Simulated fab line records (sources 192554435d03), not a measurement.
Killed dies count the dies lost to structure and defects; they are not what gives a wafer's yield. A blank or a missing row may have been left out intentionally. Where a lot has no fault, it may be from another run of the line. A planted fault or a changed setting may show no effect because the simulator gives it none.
Which tool did it? || flow n5 finfet || 8 lots with 24 wafers sampled at 5 steps, on a route of 1938 steps

== WHAT EACH GAUGE READ, for each wafer ==
N5_BEOL_M4_RC_MEAS_101.
{"lot": "L543", "measured": "day 7 23:20", "on": "prober-02", "DIBL_N (mV/V)": "34.3 36.1 36.9", "DIBL_P (mV/V)": "35.5 38.0 38.7", "IOFF_N (nA/um)": "0.138 0.161 0.184", "IOFF_P (nA/um)": "0.19 0.24 0.25", "ION_N (uA/um)": "668 682 688", "ION_P (uA/um)": "457 466 465", "SS_N (mV/dec)": "70.9 71.5 72.0", "SS_P (mV/dec)": "72.3 72.9 73.2", "VT_N (mV)": "252.3 252.3 249.9", "VT_P (mV)": "-251 -251 -246"}
{"lot": "L546", "measured": "day 8 17:38", "on": "prober-01", "DIBL_N (mV/V)": "36.9 38.4 36.7", "DIBL_P (mV/V)": "36.6 37.3 35.5", "IOFF_N (nA/um)": "0.154 0.171 0.148", "IOFF_P (nA/um)": "0.22 0.22 0.20", "ION_N (uA/um)": "666 669 670", "ION_P (uA/um)": "461 461 458", "SS_N (mV/dec)": "72.4 71.9 71.7", "SS_P (mV/dec)": "73.5 74.1 72.9", "VT_N (mV)": "254.4 251.4 253.9", "VT_P (mV)": "-251 -252 -252"}
{"lot": "L547", "measured": "day 8 18:03", "on": "prober-02", "DIBL_N (mV/V)": "34.7 36.7 35.4", "DIBL_P (mV/V)": "34.0 37.3 35.1", "IOFF_N (nA/um)": "0.134 0.164 0.147", "IOFF_P (nA/um)": "0.16 0.21 0.17", "ION_N (uA/um)": "658 661 650", "ION_P (uA/um)": "450 457 446", "SS_N (mV/dec)": "70.6 71.9 71.8", "SS_P (mV/dec)": "72.6 73.3 72.7", "VT_N (mV)": "253.2 253.0 254.2", "VT_P (mV)": "-257 -250 -256"}
{"lot": "L549", "measured": "day 9 10:29", "on": "prober-01", "DIBL_N (mV/V)": "37.8 38.4 39.3", "DIBL_P (mV/V)": "37.8 38.4 39.3", "IOFF_N (nA/um)": "0.168 0.180 0.192", "IOFF_P (nA/um)": "0.21 0.22 0.24", "ION_N (uA/um)": "684 689 680", "ION_P (uA/um)": "461 461 463", "SS_N (mV/dec)": "72.0 71.5 71.3", "SS_P (mV/dec)": "73.6 74.4 74.3", "VT_N (mV)": "253.7 249.0 251.1", "VT_P (mV)": "-250 -250 -253"}
{"lot": "L552", "measured": "day 10 02:59", "on": "prober-02", "DIBL_N (mV/V)": "37.6 35.8 35.6", "DIBL_P (mV/V)": "38.5 37.4 37.4", "IOFF_N (nA/um)": "0.184 0.158 0.165", "IOFF_P (nA/um)": "0.24 0.22 0.22", "ION_N (uA/um)": "698 686 696", "ION_P (uA/um)": "475 467 477", "SS_N (mV/dec)": "72.1 71.1 71.1", "SS_P (mV/dec)": "73.9 73.5 73.4", "VT_N (mV)": "245.7 250.7 247.4", "VT_P (mV)": "-249 -249 -248"}
{"lot": "L553", "measured": "day 10 01:27", "on": "prober-01", "DIBL_N (mV/V)": "35.0 35.1 34.2", "DIBL_P (mV/V)": "35.7 35.6 33.3", "IOFF_N (nA/um)": "0.139 0.144 0.128", "IOFF_P (nA/um)": "0.19 0.20 0.17", "ION_N (uA/um)": "672 683 671", "ION_P (uA/um)": "468 468 462", "SS_N (mV/dec)": "71.4 71.3 70.5", "SS_P (mV/dec)": "73.3 72.9 73.1", "VT_N (mV)": "252.1 252.2 254.2", "VT_P (mV)": "-252 -251 -252"}
{"lot": "L565", "measured": "day 14 08:34", "on": "prober-02", "DIBL_N (mV/V)": "35.0 34.2 32.9", "DIBL_P (mV/V)": "34.8 34.5 33.3", "IOFF_N (nA/um)": "0.149 0.141 0.116", "IOFF_P (nA/um)": "0.22 0.22 0.19", "ION_N (uA/um)": "664 686 666", "ION_P (uA/um)": "463 482 469", "SS_N (mV/dec)": "71.1 70.4 71.3", "SS_P (mV/dec)": "72.8 73.0 73.1", "VT_N (mV)": "250.4 249.9 252.7", "VT_P (mV)": "-248 -248 -251"}
{"lot": "L566", "measured": "day 14 01:01", "on": "prober-01", "DIBL_N (mV/V)": "38.4 36.2 36.0", "DIBL_P (mV/V)": "38.9 36.3 35.3", "IOFF_N (nA/um)": "0.223 0.157 0.158", "IOFF_P (nA/um)": "0.30 0.23 0.21", "ION_N (uA/um)": "690 666 675", "ION_P (uA/um)": "478 461 461", "SS_N (mV/dec)": "73.0 71.9 71.6", "SS_P (mV/dec)": "74.6 73.7 72.9", "VT_N (mV)": "246.9 252.2 252.8", "VT_P (mV)": "-245 -248 -252"}

== WHICH TOOL RAN EACH LOT (tool, then ch and the chambers of the sampled wafers, then the start) ==
{"lot": "L543", "N5_MOL_CONTACT_COAG_ETCH_105": "rie diel-04 ch 0,2, day 4 18:40", "N5_MOL_CONTACT_COAG_STRIP_98": "rie diel-04 ch 0,2, day 4 18:56", "N5_MOL_CONTACT_COAG_CO_FILL_22": "cvd co-01 ch 0,1,2, day 4 21:50", "N5_MOL_CONTACT_COAG_CMP_23": "cmp-01 ch 0,1,2, day 5 01:24"}
{"lot": "L546", "N5_MOL_CONTACT_COAG_ETCH_105": "rie diel-05 ch 1,2,3, day 5 07:34", "N5_MOL_CONTACT_COAG_STRIP_98": "rie diel-05 ch 1,2,3, day 5 07:50", "N5_MOL_CONTACT_COAG_CO_FILL_22": "cvd co-02 ch 1,2, day 5 11:11", "N5_MOL_CONTACT_COAG_CMP_23": "cmp-04 ch 2,3, day 5 15:23"}
{"lot": "L547", "N5_MOL_CONTACT_COAG_ETCH_105": "rie diel-02 ch 0,1, day 5 15:01", "N5_MOL_CONTACT_COAG_STRIP_98": "rie diel-02 ch 0,1, day 5 15:17", "N5_MOL_CONTACT_COAG_CO_FILL_22": "cvd co-01 ch 0,1,2, day 5 18:34", "N5_MOL_CONTACT_COAG_CMP_23": "cmp-03 ch 0,1,3, day 5 21:10"}
{"lot": "L549", "N5_MOL_CONTACT_COAG_ETCH_105": "rie diel-02 ch 0,1,2, day 6 05:36", "N5_MOL_CONTACT_COAG_STRIP_98": "rie diel-02 ch 0,1,2, day 6 05:52", "N5_MOL_CONTACT_COAG_CO_FILL_22": "cvd co-02 ch 1,2, day 6 09:47", "N5_MOL_CONTACT_COAG_CMP_23": "cmp-03 ch 1,2,3, day 6 13:13"}
{"lot": "L552", "N5_MOL_CONTACT_COAG_ETCH_105": "rie diel-04 ch 0,2,3, day 6 22:57", "N5_MOL_CONTACT_COAG_STRIP_98": "rie diel-04 ch 0,2,3, day 6 23:14", "N5_MOL_CONTACT_COAG_CO_FILL_22": "cvd co-01 ch 1,2, day 7 02:05", "N5_MOL_CONTACT_COAG_CMP_23": "cmp-01 ch 0,2, day 7 04:16"}
{"lot": "L553", "N5_MOL_CONTACT_COAG_ETCH_105": "rie diel-02 ch 0,2,3, day 7 00:44", "N5_MOL_CONTACT_COAG_STRIP_98": "rie diel-02 ch 0,2,3, day 7 01:01", "N5_MOL_CONTACT_COAG_CO_FILL_22": "cvd co-02 ch 0,1,2, day 7 02:31", "N5_MOL_CONTACT_COAG_CMP_23": "cmp-04 ch 0,3, day 7 05:02"}
{"lot": "L565", "N5_MOL_CONTACT_COAG_ETCH_105": "rie diel-02 ch 1,2,3, day 10 04:14", "N5_MOL_CONTACT_COAG_STRIP_98": "rie diel-02 ch 1,2,3, day 10 04:30", "N5_MOL_CONTACT_COAG_CO_FILL_22": "cvd co-01 ch 0,1, day 10 07:52", "N5_MOL_CONTACT_COAG_CMP_23": "cmp-04 ch 0,1, day 10 10:57"}
{"lot": "L566", "N5_MOL_CONTACT_COAG_ETCH_105": "rie diel-04 ch 1,3, day 10 11:19", "N5_MOL_CONTACT_COAG_STRIP_98": "rie diel-04 ch 1,3, day 10 11:35", "N5_MOL_CONTACT_COAG_CO_FILL_22": "cvd co-01 ch 0,1, day 10 13:16", "N5_MOL_CONTACT_COAG_CMP_23": "cmp-04 ch 1,2,3, day 10 15:20"}
- N5_MOL_CONTACT_COAG_ETCH_105: etches SiARC in CF4, target depth 15.6 nm, time 26 s.
- N5_MOL_CONTACT_COAG_STRIP_98: strips in N2/H2.
- N5_MOL_CONTACT_COAG_CO_FILL_22: material Co, precursor CCTBA/H2, target thk 20 nm.
- N5_MOL_CONTACT_COAG_CMP_23: polishes, stops on SiO2, t overpolish 1.5 s, target thk 0 nm.

== AS READ BY THE TOOLS THEMSELVES (means over the sampled wafers that have a number; for cases with no such wafer, the mark the record gives instead) ==
N5_MOL_CONTACT_COAG_ETCH_105.
{"lot": "L543", "tool": "rie diel-04", "chamber pressure mTorr (mTorr)": 39.99, "drypump motor current A (A)": 5.6, "etch rf on time s (s)": 25.5, "oes product au (a.u.)": 0.60, "rf vpp V (V)": 183.8, "showerhead plenum p Torr (Torr)": 2.12, "throttle valve pct (%)": 15.67}
{"lot": "L546", "tool": "rie diel-05", "chamber pressure mTorr (mTorr)": 39.98, "drypump motor current A (A)": 5.8, "etch rf on time s (s)": 25.8, "oes product au (a.u.)": 0.73, "rf vpp V (V)": 184.6, "showerhead plenum p Torr (Torr)": 2.20, "throttle valve pct (%)": 15.66}
{"lot": "L547", "tool": "rie diel-02", "chamber pressure mTorr (mTorr)": 39.98, "drypump motor current A (A)": 5.5, "etch rf on time s (s)": 26.2, "oes product au (a.u.)": 0.72, "rf vpp V (V)": 184.1, "showerhead plenum p Torr (Torr)": 2.14, "throttle valve pct (%)": 15.44}
{"lot": "L549", "tool": "rie diel-02", "chamber pressure mTorr (mTorr)": 40.02, "drypump motor current A (A)": 5.7, "etch rf on time s (s)": 26.5, "oes product au (a.u.)": 0.70, "rf vpp V (V)": 185.0, "showerhead plenum p Torr (Torr)": 2.16, "throttle valve pct (%)": 15.43}
{"lot": "L552", "tool": "rie diel-04", "chamber pressure mTorr (mTorr)": 40.01, "drypump motor current A (A)": 5.8, "etch rf on time s (s)": 25.5, "oes product au (a.u.)": 0.60, "rf vpp V (V)": 183.8, "showerhead plenum p Torr (Torr)": 2.15, "throttle valve pct (%)": 15.66}
{"lot": "L553", "tool": "rie diel-02", "chamber pressure mTorr (mTorr)": 39.97, "drypump motor current A (A)": 5.9, "etch rf on time s (s)": 26.4, "oes product au (a.u.)": 0.72, "rf vpp V (V)": 184.2, "showerhead plenum p Torr (Torr)": 2.16, "throttle valve pct (%)": 15.35}
{"lot": "L565", "tool": "rie diel-02", "chamber pressure mTorr (mTorr)": 40.02, "drypump motor current A (A)": 5.7, "etch rf on time s (s)": 26.0, "oes product au (a.u.)": 0.72, "rf vpp V (V)": 185.4, "showerhead plenum p Torr (Torr)": 2.19, "throttle valve pct (%)": 15.35}
{"lot": "L566", "tool": "rie diel-04", "chamber pressure mTorr (mTorr)": 40.01, "drypump motor current A (A)": 6.1, "etch rf on time s (s)": 25.6, "oes product au (a.u.)": 0.65, "rf vpp V (V)": 185.7, "showerhead plenum p Torr (Torr)": 2.18, "throttle valve pct (%)": 15.59}

N5_MOL_CONTACT_COAG_STRIP_98.
{"lot": "L543", "tool": "rie diel-04", "bias power w (W)": 7.996, "chamber pressure mTorr (mTorr)": 50.06, "drypump motor current A (A)": 5.6, "h2 flow sccm (sccm)": 300.9, "oes product au (a.u.)": 0.71, "rf vpp V (V)": 53.8, "showerhead plenum p Torr (Torr)": 3.31, "temp c (C)": 39.88, "throttle valve pct (%)": 18.60}
{"lot": "L546", "tool": "rie diel-05", "bias power w (W)": 7.989, "chamber pressure mTorr (mTorr)": 49.99, "drypump motor current A (A)": 5.8, "h2 flow sccm (sccm)": 299.8, "oes product au (a.u.)": 0.84, "rf vpp V (V)": 53.5, "showerhead plenum p Torr (Torr)": 3.46, "temp c (C)": 40.03, "throttle valve pct (%)": 18.99}
{"lot": "L547", "tool": "rie diel-02", "bias power w (W)": 8.011, "chamber pressure mTorr (mTorr)": 50.09, "drypump motor current A (A)": 5.4, "h2 flow sccm (sccm)": 299.6, "oes product au (a.u.)": 0.85, "rf vpp V (V)": 53.8, "showerhead plenum p Torr (Torr)": 3.36, "temp c (C)": 40.14, "throttle valve pct (%)": 18.80}
{"lot": "L549", "tool": "rie diel-02", "bias power w (W)": 7.998, "chamber pressure mTorr (mTorr)": 49.98, "drypump motor current A (A)": 5.8, "h2 flow sccm (sccm)": 300.1, "oes product au (a.u.)": 0.81, "rf vpp V (V)": 54.9, "showerhead plenum p Torr (Torr)": 3.39, "temp c (C)": 40.08, "throttle valve pct (%)": 18.70}
{"lot": "L552", "tool": "rie diel-04", "bias power w (W)": 7.987, "chamber pressure mTorr (mTorr)": 50.00, "drypump motor current A (A)": 5.8, "h2 flow sccm (sccm)": 300.0, "oes product au (a.u.)": 0.70, "rf vpp V (V)": 53.9, "showerhead plenum p Torr (Torr)": 3.35, "temp c (C)": 40.05, "throttle valve pct (%)": 18.65}
{"lot": "L553", "tool": "rie diel-02", "bias power w (W)": 7.996, "chamber pressure mTorr (mTorr)": 49.98, "drypump motor current A (A)": 5.9, "h2 flow sccm (sccm)": 299.7, "oes product au (a.u.)": 0.84, "rf vpp V (V)": 54.3, "showerhead plenum p Torr (Torr)": 3.38, "temp c (C)": 40.04, "throttle valve pct (%)": 18.69}
{"lot": "L565", "tool": "rie diel-02", "bias power w (W)": 7.990, "chamber pressure mTorr (mTorr)": 49.93, "drypump motor current A (A)": 5.7, "h2 flow sccm (sccm)": 300.4, "oes product au (a.u.)": 0.84, "rf vpp V (V)": 52.6, "showerhead plenum p Torr (Torr)": 3.45, "temp c (C)": 39.99, "throttle valve pct (%)": 18.69}
{"lot": "L566", "tool": "rie diel-04", "bias power w (W)": 8.002, "chamber pressure mTorr (mTorr)": 50.04, "drypump motor current A (A)": 6.1, "h2 flow sccm (sccm)": 299.8, "oes product au (a.u.)": 0.75, "rf vpp V (V)": 53.0, "showerhead plenum p Torr (Torr)": 3.44, "temp c (C)": 39.99, "throttle valve pct (%)": 18.86}

N5_MOL_CONTACT_COAG_CO_FILL_22.
{"lot": "L543", "tool": "cvd co-01", "heater power outer w (W)": 122, "heater power w (W)": 239, "susceptor temp C (C)": 200.01}
{"lot": "L546", "tool": "cvd co-02", "heater power outer w (W)": 127, "heater power w (W)": 240, "susceptor temp C (C)": 199.90}
{"lot": "L547", "tool": "cvd co-01", "heater power outer w (W)": 123, "heater power w (W)": 242, "susceptor temp C (C)": 199.96}
{"lot": "L549", "tool": "cvd co-02", "heater power outer w (W)": 126, "heater power w (W)": 239, "susceptor temp C (C)": 200.16}
{"lot": "L552", "tool": "cvd co-01", "heater power outer w (W)": 125, "heater power w (W)": 242, "susceptor temp C (C)": 199.93}
{"lot": "L553", "tool": "cvd co-02", "heater power outer w (W)": 120, "heater power w (W)": 236, "susceptor temp C (C)": 199.90}
{"lot": "L565", "tool": "cvd co-01", "heater power outer w (W)": 117, "heater power w (W)": 241, "susceptor temp C (C)": 200.13}
{"lot": "L566", "tool": "cvd co-01", "heater power outer w (W)": 118, "heater power w (W)": 238, "susceptor temp C (C)": 200.02}

N5_MOL_CONTACT_COAG_CMP_23.
{"lot": "L543", "tool": "cmp-01", "motor current A (A)": 8.1, "overpolish run s (s)": 1.498, "platen rpm (rpm)": 50.30, "retaining ring pressure frac": 1.003, "time to endpoint s (s)": 6.4}
{"lot": "L546", "tool": "cmp-04", "motor current A (A)": 8.5, "overpolish run s (s)": 1.504, "platen rpm (rpm)": 50.29, "retaining ring pressure frac": 1.006, "time to endpoint s (s)": 9.7}
{"lot": "L547", "tool": "cmp-03", "motor current A (A)": 8.0, "overpolish run s (s)": 1.502, "platen rpm (rpm)": 50.28, "retaining ring pressure frac": 0.999, "time to endpoint s (s)": 12.3}
{"lot": "L549", "tool": "cmp-03", "motor current A (A)": 8.2, "overpolish run s (s)": 1.496, "platen rpm (rpm)": 50.30, "retaining ring pressure frac": 1.002, "time to endpoint s (s)": 11.0}
{"lot": "L552", "tool": "cmp-01", "motor current A (A)": 8.7, "overpolish run s (s)": 1.490, "platen rpm (rpm)": 50.29, "retaining ring pressure frac": 1.006, "time to endpoint s (s)": 9.4}
{"lot": "L553", "tool": "cmp-04", "motor current A (A)": 7.9, "overpolish run s (s)": 1.497, "platen rpm (rpm)": 50.33, "retaining ring pressure frac": 1.000, "time to endpoint s (s)": 8.2}
{"lot": "L565", "tool": "cmp-04", "motor current A (A)": 7.9, "overpolish run s (s)": 1.503, "platen rpm (rpm)": 53.64, "retaining ring pressure frac": 1.005, "time to endpoint s (s)": 9.5}
{"lot": "L566", "tool": "cmp-04", "motor current A (A)": 8.3, "overpolish run s (s)": 1.505, "platen rpm (rpm)": 51.98, "retaining ring pressure frac": 1.002, "time to endpoint s (s)": 6.5}

== THE ANSWER, worked out from the rows above alone ==
Rule: what is usual is taken from the lots themselves. Put in order of their means at a reading, lots are off if they are a third of the lots or fewer, leave a main group of 4 or more, and stand apart from it by a gap of 3 or more times the standard deviation of the main group's means; of several such gaps the widest counts. The tables above print the reading to a certain number of digits; a main group whose means all agree to those digits is not used. Also off: a lot with no number at a reading for which 4 or more lots have one. Any other lot the step has rows for is counted as sound. After the gauges, taken in route order, come the tools' own readings; for these a lot's mean is taken, as printed above. The first step at which some lot is off is used, and at that step the reading that is off furthest; a lot without a number counts as furthest.
Off: L565, L566, at N5_MOL_CONTACT_COAG_CMP_23 (platen rpm). The main group: mean 50.30 rpm, standard deviation 0.016.
A tool fits if, at that step or a process step before it, it ran every lot that is off, and no sound lot after the first of them. Can't be told from this: 2 tools fit, cvd co-01 at N5_MOL_CONTACT_COAG_CO_FILL_22, cmp-04 at N5_MOL_CONTACT_COAG_CMP_23.

== WHAT HAD BEEN PUT IN BY THE SIMULATOR ==
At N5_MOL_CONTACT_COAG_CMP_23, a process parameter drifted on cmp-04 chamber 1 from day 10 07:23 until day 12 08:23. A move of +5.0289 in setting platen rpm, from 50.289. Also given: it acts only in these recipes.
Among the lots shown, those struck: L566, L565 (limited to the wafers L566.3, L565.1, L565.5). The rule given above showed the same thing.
